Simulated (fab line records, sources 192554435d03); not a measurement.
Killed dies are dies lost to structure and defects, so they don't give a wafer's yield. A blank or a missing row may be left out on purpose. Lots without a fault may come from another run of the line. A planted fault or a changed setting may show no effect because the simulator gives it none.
Problem report in the 8D (eight disciplines) form, filled by code | flow n5_finfet | the parts of the form that need people (team, actions taken, sign-off) are left out

1. THE PROBLEM
head_pressure_psi at N5_ILD0_CMP_07 reads a mean of 4.691 psi on 3 wafers of 3 lots; wafers without a fault read 4.149 psi with a standard deviation of 0.0088. That is +62 standard deviations from the usual mean.
The step: polishes SiO2 flowable, stops on poly-Si, t overpolish 1.18 s, target thk 138.88 nm.
First seen on wafer L178.5, day 7 17:01, on cmp-01. The record holds 27 wafers of 9 lots with a number at this step. Rule for "out", or "out of limits": more than 4 standard deviations from the usual mean. The other wafers with a number count as sound.

2. WHAT IT IS AND WHAT IT IS NOT
question                    | is                     | is not
which readings at this step | head_pressure_psi      | motor_current_A, platen_rpm
which lots                  | L178, L180, L181       | L168, L169, L171, L182, L185, L187
which wafers of those lots  | L178.5, L180.6, L181.4 | L178.1, L178.4, L180.1, L180.4, L181.2, L181.5
read on which tools         | cmp-01                 | cmp-03, cmp-04
when                        | from day 7 17:01       | up to then (11 sound wafers); but 13 sound wafers of L180, L181, L182, L185, L187 came after

3. SUSPECTS, AND WHAT RULES EACH OUT
Counting: a tool at a process step up to the reading stays a suspect if it ran every lot that is out. Sound lots after the first of them don't rule it out here, since some wafers of a struck lot are sound.
- cmp-01 at N5_ILD0_CMP_07 (polishes SiO2 flowable, stops on poly-Si, t overpolish 1.18 s, target thk 138.88 nm): kept. It ran every lot that is out, first L178 (day 7 17:01); its last sound lot up to then is L169 (day 4 16:33). Its own readings are out on those wafers: head_pressure_psi.
- Within cmp-01 at N5_ILD0_CMP_07: the wafers that are out ran in chamber 2; their sound lot-mates ran in chambers 0, 1, 3.
Left after counting: cmp-01 at N5_ILD0_CMP_07.

4. THE CAUSE (what the simulator had put in)
Process parameter drift: cmp-01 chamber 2, from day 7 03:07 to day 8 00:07, at N5_ILD0_CMP_07. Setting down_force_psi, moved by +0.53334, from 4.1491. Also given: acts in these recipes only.
Counting left only this tool.

5. THE CHAIN OF EFFECTS, in route order
Each row: a reading whose mean over the struck wafers that have a number lies more than 3 standard deviations from the usual. Only readings for which the record gives a usual standard deviation are gone through. hours: the time from each lot's start at the first step in this table that gives one to its start at this step, as a median over the lots. sigmas: the change in usual standard deviations.
hours | step           | reading           | usual     | on struck wafers | change | sigmas
0     | N5_ILD0_CMP_07 | head_pressure_psi | 4.149 psi | 4.691            | +0.542 | +62
The process steps in it:
- N5_ILD0_CMP_07: polishes SiO2 flowable, stops on poly-Si, t overpolish 1.18 s, target thk 138.88 nm.
Later measuring or inspecting steps at which every struck wafer that the step has a row for has a number for every such reading, and none has moved that far: N5_BEOL_M4_RC_MEAS_101.

6. WHAT WOULD HAVE CAUGHT IT SOONER
In this record the first reading out of limits was taken at day 7 17:01, 14 hours after the fault began at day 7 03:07.
